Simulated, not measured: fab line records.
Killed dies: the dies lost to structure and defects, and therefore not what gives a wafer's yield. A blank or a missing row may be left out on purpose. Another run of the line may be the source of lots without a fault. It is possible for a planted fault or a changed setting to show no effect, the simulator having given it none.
Matching of chambers ; flow n5 finfet ; N5_BEOL_M12_DEP_53 on pecvd-04: 3 sister chambers
The step deposits SiCN from 3MS/NH3, target thk 30 nm, time 10.5 s. 3 wafers are shown with their chamber, then 10 later ones without.

== EACH WAFER AND ITS CHAMBER ==
wafer;chamber;throttle valve pct (%)
L087.6;1;20.6
L092.1;2;17.0
L092.2;0;20.3

== WAFERS WITH NO CHAMBER GIVEN ==
wafer;throttle valve pct (%)
L092.3;20.7
L092.4;20.1
L092.5;20.9
L092.6;17.0
L094.2;16.6
L094.3;20.7
L094.4;17.0
L093.2;20.3
L093.3;16.9
L093.6;20.6

== THE CHAMBER EACH PASSED THROUGH ==
wafer;from the rows above;in truth
L092.3;can't be placed: 1 or 0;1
L092.4;can't be placed: 0 or 1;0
L092.5;can't be placed: 1 or 0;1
L092.6;2;2
L094.2;2;2
L094.3;can't be placed: 1 or 0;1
L094.4;2;2
L093.2;can't be placed: 0 or 1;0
L093.3;2;2
L093.6;can't be placed: 1 or 0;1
Placed correctly: 4 of 10. Can't be placed from these rows: 6 (the true chamber is among the candidates in 6). Number placed wrongly: 0.
How it was worked out, from the rows above alone: a wafer's distance from a chamber is the root of the sum, over the readings, of the square of ((its reading less the chamber's mean) divided by the reading's scatter). If the next closest chamber is less than 2 further off than the closest, the wafer can't be placed; otherwise it belongs to the closest. The mean given for a chamber averages the wafers shown for that chamber. The scatter: with one shown wafer a chamber, the root of the mean of the squares of how far each hidden wafer lies from its nearest shown one.
